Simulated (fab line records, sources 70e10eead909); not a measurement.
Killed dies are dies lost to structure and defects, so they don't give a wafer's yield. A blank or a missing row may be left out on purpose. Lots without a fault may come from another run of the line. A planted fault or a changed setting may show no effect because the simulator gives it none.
Chamber matching | flow nand_harc | NHARC_A_BONDPAD_DESCUM_11 on rie_diel-03: 4 sister chambers
The step chemistry O2, time 3 s. 14 wafers are shown with their chamber, then 7 later ones without.

WAFERS WITH THEIR CHAMBER
wafer  | chamber | drypump_motor_current_A (A) | throttle_valve_pct (%) | rf_vpp_V (V)
L077.3 | 2       | 5.3                         | 11.312                 | 58.9
L077.4 | 3       | 6.5                         | 11.308                 | 59.1
L077.5 | 3       | 6.5                         | 11.309                 | 60.2
L081.1 | 0       | 5.3                         | 11.307                 | 58.3
L081.5 | 3       | 6.5                         | 11.298                 | 57.2
L081.6 | 0       | 5.3                         | 11.308                 | 58.2
L079.1 | 0       | 5.3                         | 11.324                 | 58.4
L079.3 | 2       | 5.3                         | 11.319                 | 57.7
L079.6 | 3       | 6.5                         | 11.311                 | 58.4
L085.1 | 1       | 6.0                         | 11.303                 | 58.3
L085.3 | 0       | 5.3                         | 11.311                 | 57.5
L085.4 | 3       | 6.5                         | 11.315                 | 59.2
L089.1 | 3       | 6.5                         | 11.314                 | 59.4
L089.3 | 2       | 5.2                         | 11.323                 | 57.3

SIGNATURES (means of the wafers above)
reading                 | chamber 0 | chamber 1 | chamber 2 | chamber 3 | scatter within a chamber
drypump_motor_current_A | 5.300     | 6.000     | 5.267     | 6.500     | 0.0258
throttle_valve_pct      | 11.31250  | 11.30300  | 11.31800  | 11.30917  | 0.00659
rf_vpp_V                | 58.100    | 58.300    | 57.967    | 58.917    | 0.842
Rule: a wafer's distance from a chamber is the root of the sum, over the readings, of the square of ((its reading less the chamber's mean) divided by the reading's scatter). The wafer belongs to the nearest chamber; if the next one is less than 2 further off, it can't be placed. The scatter: the root of (the sum of the squares of (reading less its chamber's mean) over the shown wafers, divided by (wafers less chambers)).

WAFERS WITHOUT THEIR CHAMBER
wafer  | drypump_motor_current_A (A) | throttle_valve_pct (%) | rf_vpp_V (V)
L089.4 | 5.3                         | 11.313                 | 57.7
L093.3 | 5.3                         | 11.319                 | 59.4
L093.5 | 6.0                         | 11.299                 | 57.7
L093.6 | 5.3                         | 11.308                 | 59.8
L094.1 | 6.5                         | 11.327                 | 57.1
L094.2 | 5.3                         | 11.321                 | 56.7
L094.5 | 6.5                         | 11.308                 | 57.3

WHICH CHAMBER EACH WENT THROUGH
wafer  | from the rows above     | in truth
L089.4 | can't be placed: 0 or 2 | 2
L093.3 | can't be placed: 0 or 2 | 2
L093.5 | 1                       | 1
L093.6 | can't be placed: 0 or 2 | 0
L094.1 | 3                       | 3
L094.2 | can't be placed: 2 or 0 | 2
L094.5 | 3                       | 3
Placed correctly: 3 of 7. Can't be placed from these rows: 4 (the true chamber is among the candidates in 4). Placed wrongly: 0.
